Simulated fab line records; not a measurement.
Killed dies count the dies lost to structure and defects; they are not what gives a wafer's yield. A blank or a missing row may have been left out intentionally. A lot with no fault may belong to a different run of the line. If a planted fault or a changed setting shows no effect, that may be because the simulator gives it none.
Chamber matching    flow n5_finfet    4 sister chambers for N5_BEOL_M5_ETCH_67 on rie_diel-02
The step etches SiARC in CF4, target depth 15.6 nm, time 26 s. 16 wafers are shown with their chamber, then 8 later ones without.

== WAFERS, EACH WITH ITS CHAMBER ==
wafer   chamber  showerhead_plenum_p_Torr (Torr)  throttle_valve_pct (%)  oes_product_au (a.u.)
L074.3  0        2.10                             15.7                    0.69
L074.4  1        2.16                             16.0                    0.65
L074.5  2        2.04                             16.1                    0.58
L077.2  0        2.09                             15.7                    0.68
L077.3  1        2.16                             16.0                    0.64
L077.6  1        2.16                             16.0                    0.64
L081.1  0        2.09                             15.7                    0.68
L081.2  2        2.04                             16.1                    0.57
L081.6  2        2.04                             16.1                    0.58
L083.1  1        2.16                             16.0                    0.64
L083.2  2        2.04                             16.1                    0.58
L083.3  0        2.09                             15.8                    0.69
L083.4  3        2.26                             15.4                    0.69
L083.5  1        2.16                             16.0                    0.64
L083.6  0        2.09                             15.8                    0.68
L084.1  2        2.04                             16.1                    0.57

SIGNATURES, as means of the wafers listed above
reading                   chamber 0  chamber 1  chamber 2  chamber 3  scatter within a chamber
showerhead_plenum_p_Torr  2.0920     2.1600     2.0400     2.2600     0.00258
throttle_valve_pct        15.740     16.000     16.100     15.400     0.0316
oes_product_au            0.6840     0.6420     0.5760     0.6900     0.00516
Rule: distance of a wafer from a chamber = root of the sum over the readings of ((wafer's reading minus chamber's mean) / reading's scatter) squared. If the next closest chamber is less than 2 further off than the closest, the wafer can't be placed; otherwise it belongs to the closest. The scatter is the square root of a quotient: the sum, over the shown wafers, of each reading's squared deviation from its chamber's mean, divided by wafers minus chambers.

== WAFERS WITHOUT THEIR CHAMBER ==
wafer   showerhead_plenum_p_Torr (Torr)  throttle_valve_pct (%)  oes_product_au (a.u.)
L084.3  2.26                             15.4                    0.69
L084.5  2.04                             16.1                    0.58
L089.1  2.25                             15.4                    0.68
L089.2  2.09                             15.8                    0.67
L089.5  2.04                             16.1                    0.56
L094.1  2.25                             15.4                    0.65
L094.3  2.15                             16.0                    0.63
L094.4  2.15                             16.0                    0.63

== EACH ONE'S CHAMBER ==
wafer   from the rows above  in truth
L084.3  3                    3
L084.5  2                    2
L089.1  3                    3
L089.2  0                    0
L089.5  2                    2
L094.1  3                    3
L094.3  1                    1
L094.4  1                    1
8 of 8 placed correctly. Not placeable from these rows: 0. Wrongly placed: 0.
